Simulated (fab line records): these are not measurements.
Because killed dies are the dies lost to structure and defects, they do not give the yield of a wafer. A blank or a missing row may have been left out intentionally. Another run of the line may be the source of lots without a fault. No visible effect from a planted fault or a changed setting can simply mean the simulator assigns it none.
Comparing a struck lot with a sound one -- flow nand-harc -- 14 steps out of a route of 1302
Sound: wafers L456.3, L456.4, L456.5. Wafers struck: L451.2, L451.5, L451.6. The cause comes at the end.
Each step with rows lists, per side, the tool, then ch with its chambers, then its first start. Under that, the readings that differ: sound wafers -- struck wafers -- difference of the means -- sigmas: that difference in standard deviations of wafers without a fault.
alike: readings whose means differ by less than 2 such deviations, and words and numbers that are the same on both sides. not compared: withheld readings, readings that some wafer has no value for, bounds like >300 that may hide the same value, and numbers for which the record gives no deviation and whose values overlap.
Wherever a step has rows on one side only, a row that says differs or no value, or a row with sigmas, the two part there. Numbers that have no deviation but don't overlap get no sigmas and don't part them. A reading that every wafer of one side lacks parts them only if that side has two wafers or more.

NHARC_P_M1_CMP_23: polishes, t overpolish 20 s, target thk 157.82 nm.
  sound on cmp-04 ch 0,3, day 12 22:38; struck on cmp-03 ch 0,1,3, day 10 21:40
  alike: motor-current-A, time-to-endpoint-s
NHARC_P_M1_THK_MEAS_24: measures by xrf.
  sound on film-metro-01, day 12 22:56; struck on film-metro-02, day 10 21:55
  alike: thk-nm
following that, these wafers have no rows for 1 step: NHARC_P_M1_SRD_25.
NHARC_P_M1_INSPECT_27:
  sound on defect-inspect-02, day 12 23:06; struck on defect-inspect-01, day 10 22:05
  alike: raw-defect-count
NHARC_P_M1_PRE_CLEAN_32: time 12 s.
  sound on pecvd-02 ch 0,1, day 12 23:10; struck on pecvd-01 ch 0,2, day 10 22:10
reading,sound,struck,difference,sigmas
heater-power-w (W),484 471 639,753 743 738,+213,+3
NHARC_P_M1_DEP_33: deposits SiCN, target thk 30 nm.
  sound on pecvd-02 ch 0,1, day 12 23:14; struck on pecvd-01 ch 0,2, day 10 22:16
reading,sound,struck,difference,sigmas
heater-power-w (W),399 415 508,613 599 656,+182,+2
then, 5 steps without rows for these wafers: NHARC_P_M2_DEP_00 (deposits SiOC, target thk 182.5 nm); NHARC_P_M2_DEHYDRATE_01 (time 120 s); NHARC_P_M2_HMDS_02 (time 30 s); NHARC_P_M2_COAT_34 (time 65 s); NHARC_P_M2_COAT_03 (resist thk 90 nm).
NHARC_P_M2_SOFTBAKE_04: time 55 s.
  sound on litho-track-04 ch 0, day 13 00:00; struck on litho-track-01 ch 0, day 10 23:00
reading,sound,struck,difference,sigmas
heater-power-total-W (W),188.37 188.45 188.49,323.63 323.02 322.91,+134.75,+99 or more
following that, these wafers have no rows for 1 step: NHARC_P_M2_EBR_05.
-- record jumps: 19 days between struck wafers' starts before vs after; left off in module P_M2, resumes in module END, first step shown is number 1302 of the route --
NHARC_END_SORT_01:
  at this point the record logs the struck wafers (prober-01 ch 0, day 29 14:46) and has no rows for the sound ones

== WHERE THEY PART ==
Earliest at NHARC_P_M1_PRE_CLEAN_32; latest, in this record, at NHARC_END_SORT_01.

WHY: the cause the simulator had injected
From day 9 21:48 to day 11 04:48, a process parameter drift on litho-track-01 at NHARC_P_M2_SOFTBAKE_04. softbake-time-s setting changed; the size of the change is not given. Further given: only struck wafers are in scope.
